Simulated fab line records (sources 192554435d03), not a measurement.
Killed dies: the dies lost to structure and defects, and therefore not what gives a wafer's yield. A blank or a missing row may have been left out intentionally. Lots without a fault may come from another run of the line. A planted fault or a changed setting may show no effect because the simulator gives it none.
Chamber matching | flow n5-finfet | N5_PASSIVATION_PECVD_00 on pecvd-02: 3 sister chambers
The step deposits SiO2 from SiH4/N2O, target thk 200 nm, time 11.2 s. 27 wafers are shown with their chamber, then 12 later ones without.

WAFERS, EACH WITH ITS CHAMBER
wafer  | chamber | throttle-valve-pct (%) | showerhead-plenum-p-Torr (Torr) | heater-power-w (W)
L075.1 | 1       | 55                     | 8.17                            | 665
L075.2 | 2       | 49                     | 8.19                            | 648
L075.6 | 2       | 49                     | 8.21                            | 649
L079.2 | 1       | 55                     | 8.17                            | 602
L079.3 | 1       | 54                     | 8.17                            | 613
L079.4 | 2       | 49                     | 8.19                            | 688
L078.3 | 1       | 55                     | 8.17                            | 648
L078.4 | 1       | 55                     | 8.19                            | 642
L078.6 | 2       | 49                     | 8.19                            | 603
L083.3 | 0       | 51                     | 8.29                            | 622
L083.5 | 2       | 49                     | 8.18                            | 688
L083.6 | 0       | 51                     | 8.30                            | 632
L081.1 | 0       | 52                     | 8.27                            | 648
L081.4 | 0       | 52                     | 8.28                            | 673
L081.5 | 1       | 55                     | 8.18                            | 591
L082.1 | 1       | 55                     | 8.21                            | 643
L082.3 | 2       | 49                     | 8.18                            | 645
L082.4 | 1       | 55                     | 8.19                            | 517
L087.1 | 0       | 52                     | 8.31                            | 753
L087.3 | 1       | 55                     | 8.19                            | 649
L087.6 | 0       | 52                     | 8.28                            | 598
L089.2 | 1       | 55                     | 8.19                            | 590
L089.5 | 0       | 52                     | 8.29                            | 713
L089.6 | 2       | 49                     | 8.21                            | 667
L090.1 | 0       | 52                     | 8.30                            | 718
L090.3 | 1       | 55                     | 8.18                            | 538
L090.4 | 0       | 52                     | 8.28                            | 731

SIGNATURES (averages over the wafers above)
reading                  | chamber 0 | chamber 1 | chamber 2 | scatter within a chamber
throttle-valve-pct       | 51.78     | 54.91     | 49.00     | 0.32
showerhead-plenum-p-Torr | 8.2889    | 8.1827    | 8.1929    | 0.0127
heater-power-w           | 676.44    | 608.91    | 655.43    | 46.4
Rule: for each reading, subtract the chamber's mean from the wafer's reading, divide by that reading's scatter and square the result; add these up over the readings and take the root, which gives the wafer's distance from the chamber. The wafer belongs to the nearest chamber; if the next one is less than 2 further off, it can't be placed. The scatter is the square root of a quotient: the sum, over the shown wafers, of each reading's squared deviation from its chamber's mean, divided by wafers minus chambers.

WAFERS WITH NO CHAMBER GIVEN
wafer  | throttle-valve-pct (%) | showerhead-plenum-p-Torr (Torr) | heater-power-w (W)
L093.1 | 52                     | 8.28                            | 624
L093.2 | 49                     | 8.19                            | 654
L093.4 | 55                     | 8.19                            | 604
L094.1 | 54                     | 8.17                            | 640
L094.5 | 55                     | 8.16                            | 635
L094.6 | 49                     | 8.20                            | 652
L096.1 | 50                     | 8.19                            | 627
L096.2 | 55                     | 8.17                            | 640
L096.4 | 50                     | 8.18                            | 649
L097.2 | 52                     | 8.27                            | 615
L097.3 | 55                     | 8.18                            | 625
L097.5 | 55                     | 8.17                            | 664

THE CHAMBER EACH PASSED THROUGH
wafer  | from the rows above | in truth
L093.1 | 0                   | 0
L093.2 | 2                   | 2
L093.4 | 1                   | 1
L094.1 | 1                   | 1
L094.5 | 1                   | 1
L094.6 | 2                   | 2
L096.1 | 2                   | 2
L096.2 | 1                   | 1
L096.4 | 2                   | 2
L097.2 | 0                   | 0
L097.3 | 1                   | 1
L097.5 | 1                   | 1
12 of 12 placed correctly. Number that these rows cannot place: 0. 0 placed wrongly.
